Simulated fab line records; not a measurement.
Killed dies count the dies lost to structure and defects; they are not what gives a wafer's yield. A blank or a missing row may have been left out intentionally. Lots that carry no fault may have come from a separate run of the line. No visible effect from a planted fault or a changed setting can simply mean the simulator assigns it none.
A single fault, viewed from 2 desks | flow n5Finfet | what lay behind the numbers comes last; until then each desk has only its own

## METROLOGY DESK
Means of the sampled wafers that have a number, per lot and without regard to the tool the lot ran on: this is what the gauges read. If a lot's mean is further than 4 standard deviations from the usual mean, the lot is out of limits and carries the mark OUT (the distance appears in the brackets). 7 of its 10 readings are shown, namely those furthest out on some lot.
Columns: A = DIBL_P at N5_BEOL_M4_RC_MEAS_101, usual 36.7 mV/V; B = IOFF_P at N5_BEOL_M4_RC_MEAS_101, usual 0.22 nA/um; C = ION_N at N5_BEOL_M4_RC_MEAS_101, usual 673 uA/um; D = ION_P at N5_BEOL_M4_RC_MEAS_101, usual 463 uA/um; E = SS_P at N5_BEOL_M4_RC_MEAS_101, usual 73.3 mV/dec; F = VT_N at N5_BEOL_M4_RC_MEAS_101, usual 249 mV; G = VT_P at N5_BEOL_M4_RC_MEAS_101, usual -249 mV
lot  | first seen here | A    | B    | C   | D   | E    | F   | G
L952 | day 8 05:27     | 37.1 | 0.22 | 669 | 462 | 73.8 | 249 | -251
L954 | day 8 21:10     | 34.9 | 0.20 | 666 | 457 | 73.0 | 253 | -251
L957 | day 9 14:52     | 34.4 | 0.17 | 659 | 452 | 72.8 | 253 | -252
L958 | day 9 20:04     | 37.6 | 0.19 | 678 | 454 | 73.8 | 247 | -253
L960 | day 10 03:05    | 37.7 | 0.27 | 676 | 471 | 73.8 | 248 | -243
L961 | day 10 17:08    | 36.6 | 0.23 | 671 | 461 | 73.6 | 249 | -248
L962 | day 10 23:10    | 36.7 | 0.24 | 676 | 460 | 73.8 | 249 | -248
L973 | day 13 20:07    | 34.6 | 0.22 | 669 | 465 | 72.5 | 250 | -247
This desk's finding: nothing out of limits on any of the 8 lots.

## FOR THE TOOL OWNER'S DESK: aldSin-03
The tool's own readings at N5_BEOL_M1_ALD_98 (deposits SiO2, target thk 2.5 nm, pulse time 1 s, co reactant pulse time 1 s): means of the sampled wafers that have a number, for each lot that ran on this tool. If a lot's mean is further than 4 standard deviations from the usual mean, the lot is out of limits and carries the mark OUT (the distance appears in the brackets).
Columns: A = heaterPowerOuterW at N5_BEOL_M1_ALD_98, usual 41 W; B = heaterPowerW at N5_BEOL_M1_ALD_98, usual 79 W; C = precursorPulseHeightRel at N5_BEOL_M1_ALD_98, usual 0.998
lot  | first seen here | A  | B  | C
L957 | day 8 04:07     | 42 | 80 | 1.001
L958 | day 8 04:13     | 41 | 80 | 0.987
L962 | day 9 05:58     | 42 | 79 | 1.026
This desk's finding: nothing out of limits on any of the 3 lots.

## TAKEN TOGETHER
From the metrology desk's view, nothing was out of limits.
Nothing out of limits was seen by the tool owner's desk.

## WHAT HAD BEEN PUT IN BY THE SIMULATOR
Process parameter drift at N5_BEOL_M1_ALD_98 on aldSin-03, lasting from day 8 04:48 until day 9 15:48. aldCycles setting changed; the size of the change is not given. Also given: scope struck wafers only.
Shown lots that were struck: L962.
